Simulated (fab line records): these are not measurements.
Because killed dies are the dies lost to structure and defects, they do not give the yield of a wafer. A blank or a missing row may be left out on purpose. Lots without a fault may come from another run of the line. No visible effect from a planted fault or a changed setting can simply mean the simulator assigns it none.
fab line records	flow nand_harc	part 1 of 2: steps 1 to 28 of 36
record lots=5	wafers=15	last_day=24
route steps=1159 shown P_GATE@200 P_CONTACT@217
lots that met no fault: from a run of the same line without faults
start_h: start of the lot's first displayed wafer, in hours after the record's first day	wait_h: hours since the lot's step before	" unchanged from the row above	L1.1+2: a row that stands for several wafers	- either no value or no given start	* or withheld: withheld	< > ~ a bound
route shown NAME@n: names a module that has steps shown in the file, with the first one's number in the route	usual: mean and standard deviation over wafers with no fault	same: alike in all rows	chamber/n: place in a boat	sites: per-site readings	_std_site: standard deviation of those values	_edge_site: inner sites' mean taken away from outer sites' mean	radius_mm: how far each site lies from the wafer's centre	mask NAME#n: copy n	behind: tool/chamber where the wafer was last shaped	hold: reason for holding the lot/hours on hold/outcome of the hold	device: which transistor (n, p or np) failed to switch	end of line: tests run on the same wafers once the route is complete	where a step has no rows: the recipe by itself	killed: dies lost to structure and defects at the first sort, not the wafer's yield	map: dies across one wafer; x = killed, . = not, _ = none there
set.NAME: the setting as run; set.NAME@STEP: as run at that earlier step	model.NAME: the simulator's own value behind a step, which no gauge read
lots seen at some steps along the route; tables by step, rows by wafer
services: the hour from which a tool's chamber was out of use, counted from the record's first day as start_h (under 0 if before that day), plus the number of hours and why
## steps
# step NHARC_P_GATE_CD_MEAS_91
# recipe target_cd_nm=2000	landing_energy_ev=500
# usual cd_nm=2000.6/2.2
lot.wafer	tool	chamber	start_h	wait_h	cd_nm
L078.1	cd_sem-03	0	127.43	-	1998.8
L078.4	"	0	"	"	2000.1
L078.5	"	0	"	"	1999.6
L079.1	cd_sem-02	0	128.11	-	1998.4
L079.4	"	0	"	"	1996.1
L079.5	"	0	"	"	2000.9
L088.2	cd_sem-02	0	181.96	-	2002.3
L088.3	"	0	"	"	1998.3
L088.4	"	0	"	"	2002.1
L094.2	cd_sem-01	0	225.91	-	2004.4
L094.3	"	0	"	"	2000.5
L094.6	"	0	"	"	2006.2
L096.2	cd_sem-03	0	238.61	-	2001.3
L096.5	"	0	"	"	2001.3
L096.6	"	0	"	"	1999.1
# step NHARC_P_GATE_HARDBAKE_92
# recipe temp_c=125	time_s=80
# usual chill_plate_temp_C=23.00/0.1
lot.wafer	tool	chamber	start_h	wait_h	chill_plate_temp_C
L078.1	litho_track-03	0	127.51	-	22.97
L078.4	"	0	"	"	22.93
L078.5	"	0	"	"	22.66
L079.1	litho_track-07	0	128.19	-	22.94
L079.4	"	0	"	"	23.03
L079.5	"	0	"	"	23.08
L088.2	litho_track-05	0	182.04	-	23.10
L088.3	"	0	"	"	22.92
L088.4	"	0	"	"	23.10
L094.2	litho_track-07	0	225.99	-	23.02
L094.3	"	0	"	"	22.87
L094.6	"	0	"	"	22.99
L096.2	litho_track-03	0	238.69	-	22.92
L096.5	"	0	"	"	22.75
L096.6	"	0	"	"	22.84
# step NHARC_P_GATE_DESCUM_93
# recipe time_s=3	o2_flow_sccm=200	ar_flow_sccm=0	bias_power_w=0	chemistry=O2
# usual drypump_motor_current_A=5.7/0.44	mfc_ar_sccm=0.005/0.011	oes_product_au=1.001/0.014	rf_vpp_V=57.9/0.83	showerhead_plenum_p_Torr=1.94/0.062	throttle_valve_pct=11.310/0.0098
lot.wafer	tool	chamber	start_h	wait_h	drypump_motor_current_A	mfc_ar_sccm	oes_product_au	rf_hours_counter_h	rf_vpp_V	showerhead_plenum_p_Torr	throttle_valve_pct
L078.1	rie_diel-05	2	127.60	-	6.4	0	1.019	22	58.6	1.83	11.292
L078.5	"	1	"	"	5.1	0	0.996	-	58.7	1.97	11.309
L078.4	"	2	"	"	6.4	0	1.016	-	59.1	1.83	11.306
L079.1	rie_diel-13	1	128.27	-	5.6	0	0.984	9	56.5	2.03	11.304
L079.4	"	2	"	"	6.0	0.013	1.003	8	59.5	2.03	11.316
L079.5	"	2	"	"	6.0	0.013	1.000	-	57.4	2.03	11.311
L088.4	rie_diel-05	1	182.13	-	5.2	0	1.002	3	58.4	1.97	11.309
L088.3	"	2	"	"	6.4	0	1.008	2	57.9	1.83	11.316
L088.2	"	3	"	"	5.4	0	1.006	2	57.7	1.91	11.305
L094.2	rie_diel-13	0	226.07	-	5.6	0	0.975	48	58.9	2.06	11.338
L094.3	"	2	"	"	6.0	0.013	0.991	43	58.8	2.02	11.306
L094.6	"	0	"	"	5.7	0	0.970	-	58.0	2.06	11.302
L096.2	rie_diel-05	1	238.77	-	5.2	0	1.001	15	57.8	1.97	11.300
L096.6	"	1	"	"	5.2	0	0.995	-	58.7	1.97	11.311
L096.5	"	2	"	"	6.4	0	1.025	-	58.3	1.82	11.307
# step NHARC_P_GATE_IMPLANT_94
# recipe energy_kev=60	dose_cm2=2e+15	tilt_deg=7
# usual tilt_deg=6.997/0.018
lot.wafer	tool	chamber	start_h	wait_h	tilt_deg
L078.1	implanter-01	0	127.76	0.1	6.977
L078.4	"	0	"	"	6.971
L078.5	"	0	"	"	6.992
L079.1	implanter-02	0	128.42	0.1	6.988
L079.4	"	0	"	"	7.024
L079.5	"	0	"	"	7.032
L088.2	implanter-02	0	182.31	0.1	6.994
L088.3	"	0	"	"	6.987
L088.4	"	0	"	"	7.021
L094.2	implanter-01	0	226.24	0.2	6.996
L094.3	"	0	"	"	6.990
L094.6	"	0	"	"	7.030
L096.2	implanter-02	0	238.95	0.2	6.996
L096.5	"	0	"	"	7.004
L096.6	"	0	"	"	6.967
# step NHARC_P_GATE_STRIP_113
# recipe power_w=1500	temp_c=110	time_s=740	chemistry=N2/H2
# usual drypump_motor_current_A=5.66/0.23	heater_power_w=85/6.7
lot.wafer	tool	chamber	start_h	wait_h	drypump_motor_current_A	heater_power_w	rf_hours_counter_h
L078.1	plasma_asher-02	0	128.10	0.3	5.78	98	34
L078.4	"	0	"	"	5.81	98	-
L078.5	"	1	"	"	5.31	80	-
L079.1	plasma_asher-01	0	128.76	0.3	5.70	75	6
L079.4	"	1	"	"	5.93	86	-
L079.5	"	0	"	"	5.67	76	-
L088.2	plasma_asher-01	1	182.91	0.6	5.90	87	24
L088.4	"	0	"	"	5.67	79	-
L088.3	"	1	"	"	5.89	83	-
L094.2	plasma_asher-02	1	226.55	0.3	5.29	87	9
L094.3	"	1	"	"	5.33	86	-
L094.6	"	1	"	"	5.27	90	-
L096.2	plasma_asher-01	0	239.14	0.2	5.73	74	45
L096.5	"	0	"	"	5.69	75	-
L096.6	"	1	"	"	5.92	86	-
# step NHARC_P_GATE_STRIP_95
# recipe power_w=1500	temp_c=250	chemistry=O2
# usual drypump_motor_current_A=5.66/0.23	heater_power_w=318/25
lot.wafer	tool	chamber	start_h	wait_h	drypump_motor_current_A	heater_power_w	rf_hours_counter_h
L078.1	plasma_asher-02	0	128.70	0.5	5.79	360	35
L078.4	"	0	"	"	5.76	357	-
L078.5	"	1	"	"	5.31	288	-
L079.1	plasma_asher-01	0	129.37	0.5	5.67	284	7
L079.4	"	1	"	"	5.89	326	-
L079.5	"	0	"	"	5.68	284	-
L088.2	plasma_asher-01	1	183.51	0.5	5.90	324	25
L088.4	"	0	"	"	5.72	286	-
L088.3	"	1	"	"	5.91	322	-
L094.2	plasma_asher-02	1	227.16	0.5	5.31	322	10
L094.3	"	1	"	"	5.30	334	-
L094.6	"	1	"	"	5.28	329	-
L096.2	plasma_asher-01	0	239.86	0.6	5.65	291	46
L096.5	"	0	"	"	5.68	288	-
L096.6	"	1	"	"	5.91	323	-
# step NHARC_P_GATE_STRIP_96
# recipe time_s=900	temp_c=130	chemistry=SPM
lot.wafer	tool	chamber	start_h	wait_h
L078.5+4+1	wet_bench-02	2,4,7	128.90	0.2
L079.1+4+5	wet_bench-03	5,6,7	129.58	0.2
L088.2+3+4	wet_bench-06	0,1,2	183.73	0.2
L094.2+3+6	wet_bench-03	7,0,1	227.39	0.2
L096.6+5+2	wet_bench-02	5,0,1	240.08	0.2
# step NHARC_P_GATE_RTA_64
# recipe temp_c=1050	time_s=1
# usual lamp_power_pct=32/3.2	wafer_temp_C_max=1055.4/1.2
lot.wafer	tool	chamber	start_h	wait_h	lamp_power_pct	wafer_temp_C_max
L078.1	rtp_anneal-01	0	129.26	-	35	1055.7
L078.4	"	0	"	"	35	1056.2
L078.5	"	0	"	"	36	1058.1
L079.1	rtp_anneal-01	0	129.92	-	35	1055.0
L079.4	"	0	"	"	35	1055.6
L079.5	"	0	"	"	35	1056.2
L088.2	rtp_anneal-01	0	184.09	-	35	1057.8
L088.3	"	0	"	"	35	1056.7
L088.4	"	0	"	"	35	1055.7
L094.2	rtp_anneal-02	0	227.74	-	29	1053.4
L094.3	"	0	"	"	29	1056.0
L094.6	"	0	"	"	29	1053.4
L096.2	rtp_anneal-02	0	240.45	-	29	1055.2
L096.5	"	0	"	"	29	1055.5
L096.6	"	0	"	"	29	1058.4
# step NHARC_P_GATE_ETCH_77
# recipe target_depth_a=60	chemistry=dHF	material=SiO2
lot.wafer	tool	chamber	start_h	wait_h
L078.4+5+1	wet_bench-02	2,3,6	129.47	0.1
L079.4+1+5	wet_bench-03	2,4,5	130.13	0.1
L088.4+2+3	wet_bench-06	4,0,1	184.26	0.1
L094.3+2+6	wet_bench-02	3,7,0	227.91	0.1
L096.2+6+5	wet_bench-03	0,2,3	240.63	0.2
# step NHARC_P_GATE_DEGAS_109
# recipe temp_c=300	time_s=60
# usual heater_power_w=456/28
lot.wafer	tool	chamber	start_h	wait_h	heater_power_w
L078.1	pvd_sputter-01	-	129.57	0.1	447
L078.4	"	-	"	"	412
L078.5	"	-	"	"	442
L079.4	pvd_sputter-01	-	130.22	0.1	423
L079.1	"	-	"	"	445
L079.5	"	-	"	"	465
L088.3	pvd_sputter-02	-	184.37	0.1	430
L088.4	"	-	"	"	491
L088.2	"	-	"	"	429
L094.2	pvd_sputter-01	-	228.04	0.1	476
L094.3	"	-	"	"	473
L094.6	"	-	"	"	481
L096.2	pvd_sputter-01	-	240.75	0.1	439
L096.6	"	-	"	"	464
L096.5	"	-	"	"	463
# step NHARC_P_GATE_PRE_CLEAN_110
# recipe time_s=30	bias_v=200	gas=Ar
lot.wafer	tool	chamber	start_h	wait_h
L078.1+4+5	pvd_sputter-01	-	-	-
L079.1+4+5	pvd_sputter-01	-	-	-
L088.4+3+2	pvd_sputter-02	-	-	-
L094.2+3+6	pvd_sputter-01	-	-	-
L096.2+5+6	pvd_sputter-01	-	-	-
# step NHARC_P_GATE_SPUTTER_78
# recipe target_thk_a=100	material=Ni
lot.wafer	tool	chamber	start_h	wait_h
L078.1+4+5	pvd_sputter-01	-	-	-
L079.1+4+5	pvd_sputter-01	-	-	-
L088.4+3+2	pvd_sputter-02	-	-	-
L094.2+3+6	pvd_sputter-01	-	-	-
L096.2+6+5	pvd_sputter-01	-	-	-
# step NHARC_P_GATE_SPUTTER_79
# recipe target_thk_a=100	material=TiN
lot.wafer	tool	chamber	start_h	wait_h
L078.1+4+5	pvd_sputter-01	-	-	-
L079.1+4+5	pvd_sputter-01	-	-	-
L088.2+3+4	pvd_sputter-02	-	-	-
L094.3+2+6	pvd_sputter-01	-	-	-
L096.2+6+5	pvd_sputter-01	-	-	-
# step NHARC_P_GATE_RTA_80
# recipe temp_c=300	time_s=30
# usual wafer_temp_C_max=301.5/0.34
lot.wafer	tool	chamber	start_h	wait_h	wafer_temp_C_max
L078.1	rtp_anneal-02	0	129.86	-	301.5
L078.4	"	0	"	"	301.8
L078.5	"	0	"	"	301.6
L079.1	rtp_anneal-01	0	130.52	-	301.6
L079.4	"	0	"	"	301.3
L079.5	"	0	"	"	301.2
L088.2	rtp_anneal-02	0	184.72	-	301.5
L088.3	"	0	"	"	301.1
L088.4	"	0	"	"	302.0
L094.2	rtp_anneal-02	0	228.37	-	302.0
L094.3	"	0	"	"	300.9
L094.6	"	0	"	"	301.3
L096.2	rtp_anneal-01	0	241.06	-	301.4
L096.5	"	0	"	"	301.1
L096.6	"	0	"	"	301.6
# step NHARC_P_GATE_STRIP_67
# recipe time_s=600	temp_c=130	chemistry=SPM
lot.wafer	tool	chamber	start_h	wait_h
L078.4+5+1	wet_bench-02	4,5,0	130.07	0.1
L079.4+5+1	wet_bench-03	5,6,7	130.74	0.1
L088.2+3+4	wet_bench-03	6,7,1	184.90	0.1
L094.3+2+6	wet_bench-03	5,6,7	228.54	0.1
L096.2+5+6	wet_bench-02	2,3,5	241.23	0.1
# step NHARC_P_GATE_RTA_82
# recipe temp_c=450	time_s=30
# usual lamp_power_pct=3.7/0.37	wafer_temp_C_max=452.3/0.45
lot.wafer	tool	chamber	start_h	wait_h	lamp_power_pct	wafer_temp_C_max
L078.1	rtp_anneal-02	0	130.32	-	3.4	452.5
L078.4	"	0	"	"	3.4	452.1
L078.5	"	0	"	"	3.4	452.4
L079.1	rtp_anneal-02	0	130.98	-	3.4	451.7
L079.4	"	0	"	"	3.4	453.3
L079.5	"	0	"	"	3.4	452.4
L088.2	rtp_anneal-01	0	185.18	-	4.2	451.9
L088.3	"	0	"	"	4.1	451.9
L088.4	"	0	"	"	4.1	452.8
L094.2	rtp_anneal-02	0	229.16	-	3.4	452.5
L094.3	"	0	"	"	3.4	451.8
L094.6	"	0	"	"	3.4	452.0
L096.2	rtp_anneal-01	0	241.51	-	4.1	452.6
L096.5	"	0	"	"	4.2	452.4
L096.6	"	0	"	"	4.1	453.0
# step NHARC_P_GATE_INSPECT_68
# usual raw_defect_count=208/96
lot.wafer	tool	chamber	start_h	wait_h	raw_defect_count
L078.1	defect_inspect-01	-	130.52	0.2	215
L078.4	"	-	"	"	185
L078.5	"	-	"	"	191
L079.1	defect_inspect-02	-	131.18	0.2	87
L079.4	"	-	"	"	96
L079.5	"	-	"	"	98
L088.2	defect_inspect-02	-	185.37	0.2	212
L088.3	"	-	"	"	208
L088.4	"	-	"	"	110
L094.2	defect_inspect-02	-	229.33	0.1	115
L094.3	"	-	"	"	207
L094.6	"	-	"	"	125
L096.2	defect_inspect-02	-	241.68	0.1	284
L096.5	"	-	"	"	106
L096.6	"	-	"	"	201
# step NHARC_P_CONTACT_DEP_30
# recipe target_thk_a=300	temp_c=400	target_thk_nm=30	flow_sccm=200	rf_w=450	material=SiNx
# usual heater_power_w=684/82
lot.wafer	tool	chamber	start_h	wait_h	heater_power_w
L078.1	pecvd-01	1	130.67	0.1	746
L078.4	"	0	"	"	841
L078.5	"	1	"	"	739
L079.1	pecvd-02	2	131.24	0.1	686
L079.4	"	0	"	"	631
L079.5	"	1	"	"	536
L088.2	pecvd-01	2	185.56	0.2	711
L088.3	"	1	"	"	745
L088.4	"	0	"	"	745
L094.3	pecvd-02	2	229.40	0.1	586
L094.2	"	1	"	"	568
L094.6	"	1	"	"	570
L096.2	pecvd-02	2	241.75	0.1	563
L096.6	"	2	"	"	568
L096.5	"	0	"	"	702
# step NHARC_P_CONTACT_DEP_00
# recipe target_thk_a=5000	temp_c=400	pressure_torr=6.5	rf_w=900	teos_flow_sccm=161.4	flow_sccm=2650	target_thk_nm=500	gas=O2	material=SiO2
# usual heater_power_w=533/94	throttle_valve_pct=15.4/0.4
lot.wafer	tool	chamber	start_h	wait_h	heater_power_w	throttle_valve_pct
L078.1	pecvd-01	1	-	-	555	15.2
L078.4	"	0	"	"	555	15.4
L078.5	"	1	"	"	551	15.1
L079.1	pecvd-02	2	-	-	467	15.7
L079.4	"	0	"	"	406	16.3
L079.5	"	1	"	"	376	14.9
L088.2	pecvd-01	2	-	-	440	15.0
L088.3	"	1	"	"	569	15.4
L088.4	"	0	"	"	643	15.5
L094.3	pecvd-02	2	-	-	487	15.9
L094.2	"	1	"	"	346	15.0
L094.6	"	1	"	"	374	15.1
L096.2	pecvd-02	2	-	-	494	15.8
L096.6	"	2	"	"	504	16.1
L096.5	"	0	"	"	554	15.5
# step NHARC_P_CONTACT_CMP_01
# recipe target_thk_nm=200	material=SiO2
# usual motor_current_A=12.2/1.3
lot.wafer	tool	chamber	start_h	wait_h	motor_current_A
L078.4	cmp-04	0	131.32	-	12.2
L078.1	"	2	"	"	13.5
L078.5	"	3	"	"	12.5
L079.4	cmp-03	3	132.00	-	11.5
L079.1	"	0	"	"	11.2
L079.5	"	2	"	"	11.2
L088.2	cmp-03	2	186.27	-	12.0
L088.4	"	3	"	"	12.0
L088.3	"	1	"	"	11.3
L094.3	cmp-04	0	230.12	-	12.7
L094.2	"	2	"	"	13.6
L094.6	"	1	"	"	14.1
L096.2	cmp-01	2	242.51	-	13.6
L096.6	"	0	"	"	14.5
L096.5	"	1	"	"	12.4
# step NHARC_P_CONTACT_SRD_03
lot.wafer	tool	chamber	start_h	wait_h
L078.5+4+1	wet_bench-09	2,6,7	131.59	0.0
L079.5+4+1	wet_bench-09	4,6,7	132.26	0.0
L088.2+3+4	wet_bench-05	1,3,4	186.58	0.0
L094.6+3+2	wet_bench-09	3,5,7	230.41	0.0
L096.5+2+6	wet_bench-09	4,6,0	242.76	0.0
# step NHARC_P_CONTACT_DEHYDRATE_04
# recipe temp_c=150	time_s=120
# usual chill_plate_temp_C=23.00/0.1
lot.wafer	tool	chamber	start_h	wait_h	chill_plate_temp_C
L078.1	litho_track-06	0	131.68	0.1	22.94
L078.4	"	0	"	"	23.01
L078.5	"	0	"	"	22.94
L079.1	litho_track-01	0	132.34	0.1	22.98
L079.4	"	0	"	"	22.90
L079.5	"	0	"	"	22.99
L088.2	litho_track-01	0	186.66	0.1	22.80
L088.3	"	0	"	"	22.95
L088.4	"	0	"	"	22.94
L094.2	litho_track-04	0	230.49	0.1	22.90
L094.3	"	0	"	"	22.87
L094.6	"	0	"	"	22.96
L096.2	litho_track-04	0	242.85	0.1	22.85
L096.5	"	0	"	"	22.82
L096.6	"	0	"	"	22.91
# step NHARC_P_CONTACT_HMDS_05
# recipe time_s=30
# usual chill_plate_temp_C=22.99/0.1
lot.wafer	tool	chamber	start_h	wait_h	chill_plate_temp_C
L078.1	litho_track-06	0	-	-	22.83
L078.4	"	0	"	"	23.04
L078.5	"	0	"	"	22.97
L079.1	litho_track-01	0	-	-	23.10
L079.4	"	0	"	"	22.98
L079.5	"	0	"	"	22.83
L088.2	litho_track-01	0	-	-	22.82
L088.3	"	0	"	"	22.65
L088.4	"	0	"	"	22.80
L094.2	litho_track-04	0	-	-	23.03
L094.3	"	0	"	"	22.79
L094.6	"	0	"	"	22.91
L096.2	litho_track-04	0	-	-	22.91
L096.5	"	0	"	"	22.94
L096.6	"	0	"	"	22.92
# step NHARC_P_CONTACT_COAT_33
# recipe temp_c=260	time_s=75
# usual chill_plate_temp_C=22.99/0.1
lot.wafer	tool	chamber	start_h	wait_h	chill_plate_temp_C
L078.1	litho_track-06	0	-	-	23.11
L078.4	"	0	"	"	23.16
L078.5	"	0	"	"	23.16
L079.1	litho_track-01	0	-	-	22.93
L079.4	"	0	"	"	22.88
L079.5	"	0	"	"	22.89
L088.2	litho_track-01	0	-	-	23.05
L088.3	"	0	"	"	23.07
L088.4	"	0	"	"	23.03
L094.2	litho_track-04	0	-	-	23.05
L094.3	"	0	"	"	23.00
L094.6	"	0	"	"	23.04
L096.2	litho_track-04	0	-	-	22.97
L096.5	"	0	"	"	22.77
L096.6	"	0	"	"	22.93
# step NHARC_P_CONTACT_COAT_34
# recipe temp_c=225	time_s=65
# usual chill_plate_temp_C=22.97/0.11
lot.wafer	tool	chamber	start_h	wait_h	chill_plate_temp_C
L078.1	litho_track-06	0	-	-	22.95
L078.4	"	0	"	"	23.09
L078.5	"	0	"	"	23.00
L079.1	litho_track-01	0	-	-	23.20
L079.4	"	0	"	"	22.97
L079.5	"	0	"	"	23.07
L088.2	litho_track-01	0	-	-	23.05
L088.3	"	0	"	"	23.09
L088.4	"	0	"	"	23.11
L094.2	litho_track-04	0	-	-	22.95
L094.3	"	0	"	"	23.10
L094.6	"	0	"	"	23.17
L096.2	litho_track-04	0	-	-	22.96
L096.5	"	0	"	"	22.88
L096.6	"	0	"	"	23.00
# step NHARC_P_CONTACT_COAT_06
# recipe spin_rpm=1500	resist_thk_nm=90
# usual chill_plate_temp_C=23.00/0.11
lot.wafer	tool	chamber	start_h	wait_h	chill_plate_temp_C
L078.1	litho_track-06	0	-	-	23.16
L078.4	"	0	"	"	22.88
L078.5	"	0	"	"	23.06
L079.1	litho_track-01	0	-	-	22.99
L079.4	"	0	"	"	22.95
L079.5	"	0	"	"	23.03
L088.2	litho_track-01	0	-	-	22.91
L088.3	"	0	"	"	23.13
L088.4	"	0	"	"	22.87
L094.2	litho_track-04	0	-	-	22.99
L094.3	"	0	"	"	23.07
L094.6	"	0	"	"	23.01
L096.2	litho_track-04	0	-	-	23.11
L096.5	"	0	"	"	23.08
L096.6	"	0	"	"	23.05
# step NHARC_P_CONTACT_SOFTBAKE_07
# recipe temp_c=105	time_s=55
# usual chill_plate_temp_C=23.02/0.1
lot.wafer	tool	chamber	start_h	wait_h	chill_plate_temp_C
L078.1	litho_track-06	0	-	-	23.12
L078.4	"	0	"	"	23.21
L078.5	"	0	"	"	23.22
L079.1	litho_track-01	0	-	-	22.99
L079.4	"	0	"	"	22.91
L079.5	"	0	"	"	22.88
L088.2	litho_track-01	0	-	-	22.96
L088.3	"	0	"	"	22.89
L088.4	"	0	"	"	22.90
L094.2	litho_track-04	0	-	-	22.86
L094.3	"	0	"	"	22.97
L094.6	"	0	"	"	23.06
L096.2	litho_track-04	0	-	-	22.88
L096.5	"	0	"	"	22.96
L096.6	"	0	"	"	23.13
# step NHARC_P_CONTACT_EBR_08
# usual chill_plate_temp_C=23.00/0.12
lot.wafer	tool	chamber	start_h	wait_h	chill_plate_temp_C
L078.1	litho_track-06	0	-	-	22.88
L078.4	"	0	"	"	22.70
L078.5	"	0	"	"	22.75
L079.1	litho_track-01	0	-	-	22.90
L079.4	"	0	"	"	22.91
L079.5	"	0	"	"	23.03
L088.2	litho_track-01	0	-	-	22.91
L088.3	"	0	"	"	22.94
L088.4	"	0	"	"	22.96
L094.2	litho_track-04	0	-	-	23.06
L094.3	"	0	"	"	22.91
L094.6	"	0	"	"	22.93
L096.2	litho_track-04	0	-	-	23.10
L096.5	"	0	"	"	23.25
L096.6	"	0	"	"	23.04
